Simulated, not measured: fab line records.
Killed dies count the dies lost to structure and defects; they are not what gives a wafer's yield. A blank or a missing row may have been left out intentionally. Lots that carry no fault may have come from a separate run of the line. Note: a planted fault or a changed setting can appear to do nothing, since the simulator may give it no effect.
A struck lot beside a sound one ; flow n5_finfet ; 17 out of 1938 route steps
Sound: these wafers, L921.3, L921.4, L921.5. Struck: wafers L917.2, L917.4, L917.5. Last of all comes the cause.
Order at every step that has rows: each side's tool, ch and its chambers, its first start. Under that, the readings that differ: sound wafers ; struck wafers ; difference of the means ; sigmas: that difference in standard deviations of wafers without a fault.
alike: readings with means less than 2 such deviations apart, plus words and numbers identical on both sides. not compared: withheld readings, readings lacking a value on some wafer, bounds such as >300 that could conceal the same value, and numbers that have no deviation in the record and whose values overlap.
A row with sigmas, a row that says differs or no value, or rows on one side alone: a step with any of these is where the two part. Numbers that have no deviation but don't overlap get no sigmas and don't part them. A reading that every wafer of one side lacks parts them only if that side has two wafers or more.

first, 3 steps without rows for these wafers: N5_BEOL_M2_ANNEAL_82 (time 240 s); N5_BEOL_M2_SPUTTER_86 (material Cu, target thk 4.5 nm, time 8.29 s); N5_BEOL_M2_ANNEAL_87 (time 240 s).
N5_BEOL_M2_SPUTTER_88: material Cu, target thk 4.5 nm, time 8.29 s.
  sound on pvd_sputter-01, day 9 09:32; struck on pvd_sputter-01, day 8 20:17
  alike: susceptor_temp_C, throttle_valve_pct
then, 1 step without rows for these wafers: N5_BEOL_M2_ANNEAL_89 (time 240 s).
N5_BEOL_M2_SPUTTER_90: material Cu, target thk 4.5 nm, time 8.29 s.
  sound on pvd_sputter-01, day 9 09:45; struck on pvd_sputter-01, day 8 20:31
  alike: susceptor_temp_C, throttle_valve_pct
N5_BEOL_M2_ANNEAL_91: time 240 s.
  sound on pvd_sputter-01, day 9 09:50; struck on pvd_sputter-01, day 8 20:35
  alike: heater_power_w, susceptor_temp_C
N5_BEOL_M2_SPUTTER_92: material Cu, target thk 4.5 nm, time 8.29 s.
  sound on pvd_sputter-01, day 9 09:58; struck on pvd_sputter-01, day 8 20:44
  alike: susceptor_temp_C, throttle_valve_pct
N5_BEOL_M2_ANNEAL_93: time 240 s.
  sound on pvd_sputter-01, day 9 10:03; struck on pvd_sputter-01, day 8 20:49
  alike: heater_power_w, susceptor_temp_C
then, 3 steps without rows for these wafers: N5_BEOL_M2_SPUTTER_94 (material Cu, target thk 4.5 nm, time 8.29 s); N5_BEOL_M2_ANNEAL_95 (time 240 s); N5_BEOL_M2_SPUTTER_96 (material Cu, target thk 4.5 nm, time 8.29 s).
N5_BEOL_M2_ECD_50: material Cu, target thk 300 nm.
  sound on ecd_cu-01 ch 0,1, day 9 10:32; struck on ecd_cu-01 ch 0,1, day 8 21:17
then, 1 step without rows for these wafers: N5_BEOL_M2_ANNEAL_51 (time 90 s).
N5_BEOL_M2_CMP_52: polishes, stops on SiOC, t overpolish 6.8 s, target thk 40 nm.
  sound on cmp-03 ch 1,2, day 9 11:54; struck on cmp-04 ch 0,1,3, day 8 21:44
reading;sound;struck;difference;sigmas
time_to_endpoint_s (s);62 66 62;3 2 0;-62;-16
  alike: motor_current_A
  not compared: pad_life_wafers
N5_BEOL_M4_RC_MEAS_101:
  the record has rows for the sound wafers here (prober-02 ch 0, day 10 20:01) and none for the struck ones
-- here the record skips 6 days between the struck wafers' starts before and after, leaving off in module BEOL_M4 and picking up in module PASSIVATION (first step shown: number 1936 of the route) --
N5_PASSIVATION_PROBE_49:
  sound on prober-02, day 15 01:06; struck on prober-02, day 14 15:57
reading;sound;struck;difference;sigmas
defect_limited_yield (%);89.6 90.3 89.7;0 0 0;-90;-60
killed_at_M0_to_M3;30 19 39;1119 1120 1143;+1098;+99 or more
killed_at_contacts;33 26 20;13 17 6;-14;-3
killed_dies;123 115 121;1180 1180 1180;+1060;+59
killed_on_rim;18 17 20;152 152 152;+134;+37
killed_open;83 83 91;61 64 41;-30;-2
sort_bin_5_function (%);5.8 6.5 5.1;96.9 97.5 97.7;+91.6;+99 or more
sort_bin_8_speed (%);0.17 0 0;0 0 0;+0;-3
sort_n_pass;1057 1065 1059;0 0 0;-1060;-59
  alike: killed_at_M4_up, killed_at_front_end, killed_at_other, killed_short, sort_bin_6_memory

## WHERE THEY PART
At N5_BEOL_M2_CMP_52 first; at N5_PASSIVATION_PROBE_49 last (within this record only).

WHY: what had been put in by the simulator
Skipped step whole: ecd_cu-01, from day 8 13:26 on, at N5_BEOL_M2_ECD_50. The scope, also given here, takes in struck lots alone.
